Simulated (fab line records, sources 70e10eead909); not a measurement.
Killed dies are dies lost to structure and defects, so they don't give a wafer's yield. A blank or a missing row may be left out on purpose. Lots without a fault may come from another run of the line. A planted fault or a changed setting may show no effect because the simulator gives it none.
A struck lot beside a sound one | flow nand_harc | 15 steps out of a route of 1159
Sound: wafers L160.2, L160.4, L160.5. Struck: wafer L157.4. The cause comes at the end.
At each step with rows: each side's tool, then ch and its chambers, then its first start. Under that, the readings that differ: sound wafers | struck wafers | difference of the means | sigmas: that difference in standard deviations of wafers without a fault.
alike: readings whose means differ by less than 2 such deviations, and words and numbers that are the same on both sides. not compared: withheld readings, readings that some wafer has no value for, bounds like >300 that may hide the same value, and numbers for which the record gives no deviation and whose values overlap.
The two part at a step that has a row with sigmas, a row that says differs or no value, or rows on one side only. Numbers that don't overlap but have no deviation are shown without sigmas and don't part them. A reading that every wafer of one side lacks parts them only if that side has two wafers or more.

first, 7 steps without rows for these wafers: NHARC_P_BONDPAD_COAT_36 (time 65 s); NHARC_P_BONDPAD_COAT_03 (resist thk 600 nm); NHARC_P_BONDPAD_SOFTBAKE_04 (time 70 s); NHARC_P_BONDPAD_EBR_05; NHARC_P_BONDPAD_EXPOSE_06 (exposes mask P BPAD); NHARC_P_BONDPAD_PEB_07 (peb time 80 s); NHARC_P_BONDPAD_DEVELOP_08 (time 50 s).
NHARC_P_BONDPAD_CD_MEAS_09: target cd 500 nm.
  sound on cd_sem-02 ch 0, day 10 00:28; struck on cd_sem-01 ch 0, day 9 02:33
  alike: cd_nm
NHARC_P_BONDPAD_OVL_MEAS_38:
  sound on overlay-02, day 10 00:32; struck on overlay-02, day 9 02:38
  alike: overlay_x_nm, overlay_y_nm
then, 1 step without rows for these wafers: NHARC_P_BONDPAD_HARDBAKE_10 (time 65 s).
NHARC_P_BONDPAD_DESCUM_11: chemistry O2, time 3 s.
  sound on rie_diel-01 ch 0,1,3, day 10 00:44; struck on rie_diel-03 ch 2, day 9 02:47
  reading                         | sound          | struck | difference | sigmas
  showerhead_plenum_p_Torr (Torr) | 2.00 1.98 1.99 | 1.83   | -0.16      | -2
  alike: drypump_motor_current_A, oes_product_au, rf_vpp_V, throttle_valve_pct
  not compared: rf_hours_counter_h
NHARC_P_BONDPAD_ETCH_37: etches the open film in N2/H2, target depth 60 nm, overetch 18 nm, time 65.91 s.
  sound on rie_diel-01 ch 0,1,3, day 10 00:53; struck on rie_diel-03 ch 1, day 9 02:52
  reading                         | sound             | struck | difference | sigmas
  rf_vpp_V (V)                    | 432.5 432.6 432.7 | 426.9  | -5.7       | -2
  showerhead_plenum_p_Torr (Torr) | 2.14 2.11 2.13    | 1.91   | -0.22      | -2
  alike: drypump_motor_current_A, n2_flow_sccm, oes_product_au, rf_fwd_power_W, throttle_valve_pct
  not compared: rf_hours_counter_h
NHARC_P_BONDPAD_ETCH_12: etches the open film in CHF3/O2, target depth 200 nm, time 100 s.
  sound on rie_diel-01 ch 0,3, day 10 01:02; struck on rie_diel-03 ch 0, day 9 02:56
  reading                | sound                | struck | difference | sigmas
  oes_product_au (a.u.)  | 0.947 0.913 0.942    | 0.710  | -0.224     | -9
  rf_fwd_power_W (W)     | 499.0 499.9 499.3    | 295.2  | -204.2     | -99 or more
  throttle_valve_pct (%) | 20.576 20.580 20.573 | 20.551 | -0.025     | -3
  alike: drypump_motor_current_A, rf_vpp_V, showerhead_plenum_p_Torr
  not compared: rf_hours_counter_h
NHARC_P_BONDPAD_CD_MEAS_13:
  sound on cd_sem-03, day 10 01:10; struck on cd_sem-01, day 9 03:05
  alike: cd_nm
-- the record jumps here: 13 days lie between the struck wafers' starts before and after (it left off in module P_BONDPAD and takes up again in module END, whose first step shown is number 1159 of the route) --
NHARC_END_SORT_01:
  the record has rows for the struck wafers here (prober-02 ch 0, day 22 14:23) and none for the sound ones

WHERE THEY PART
First at NHARC_P_BONDPAD_DESCUM_11; last, within this record, at NHARC_END_SORT_01.

WHY: what the simulator had put in
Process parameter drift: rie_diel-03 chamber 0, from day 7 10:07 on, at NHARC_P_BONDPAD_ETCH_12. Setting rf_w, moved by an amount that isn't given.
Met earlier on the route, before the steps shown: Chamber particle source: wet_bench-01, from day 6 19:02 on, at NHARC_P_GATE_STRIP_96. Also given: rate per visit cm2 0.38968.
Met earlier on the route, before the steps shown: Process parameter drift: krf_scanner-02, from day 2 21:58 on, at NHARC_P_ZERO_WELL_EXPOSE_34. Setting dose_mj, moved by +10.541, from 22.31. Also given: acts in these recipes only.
